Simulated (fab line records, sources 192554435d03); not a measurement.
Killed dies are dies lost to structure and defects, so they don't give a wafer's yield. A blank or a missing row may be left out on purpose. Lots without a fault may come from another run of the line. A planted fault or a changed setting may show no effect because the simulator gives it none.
Chamber matching | flow n5_finfet | N5_BEOL_M5_PECVD_70 on pecvd-03: 3 sister chambers
The step deposits SiO2 from TEOS/O2, target thk 16 nm, time 18 s. 6 wafers are shown with their chamber, then 8 later ones without.

WAFERS WITH THEIR CHAMBER
wafer  | chamber | throttle_valve_pct (%) | heater_power_w (W)
L080.3 | 0       | 22.9                   | 734
L081.2 | 1       | 21.6                   | 736
L083.2 | 2       | 22.3                   | 940
L083.4 | 2       | 22.4                   | 931
L083.6 | 0       | 23.0                   | 774
L088.2 | 1       | 21.8                   | 765

WAFERS WITHOUT THEIR CHAMBER
wafer  | throttle_valve_pct (%) | heater_power_w (W)
L088.4 | 22.8                   | 729
L088.5 | 22.5                   | 847
L093.1 | 23.5                   | 745
L093.4 | 21.9                   | 693
L093.6 | 23.3                   | 755
L092.1 | 21.6                   | 812
L092.3 | 22.7                   | 785
L092.4 | 23.1                   | 661

WHICH CHAMBER EACH WENT THROUGH
wafer  | from the rows above     | in truth
L088.4 | 0                       | 0
L088.5 | can't be placed: 2 or 0 | 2
L093.1 | 0                       | 0
L093.4 | 1                       | 1
L093.6 | 0                       | 0
L092.1 | 1                       | 1
L092.3 | 0                       | 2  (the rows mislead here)
L092.4 | 0                       | 0
Placed correctly: 6 of 8. Can't be placed from these rows: 1 (the true chamber is among the candidates in 1). Placed wrongly: 1.
How it was worked out, from the rows above alone: a wafer's distance from a chamber is the root of the sum, over the readings, of the square of ((its reading less the chamber's mean) divided by the reading's scatter). The wafer belongs to the nearest chamber; if the next one is less than 2 further off, it can't be placed. A chamber's mean is the mean of its shown wafers. The scatter: the root of (the sum of the squares of (reading less its chamber's mean) over the shown wafers, divided by (wafers less chambers)).
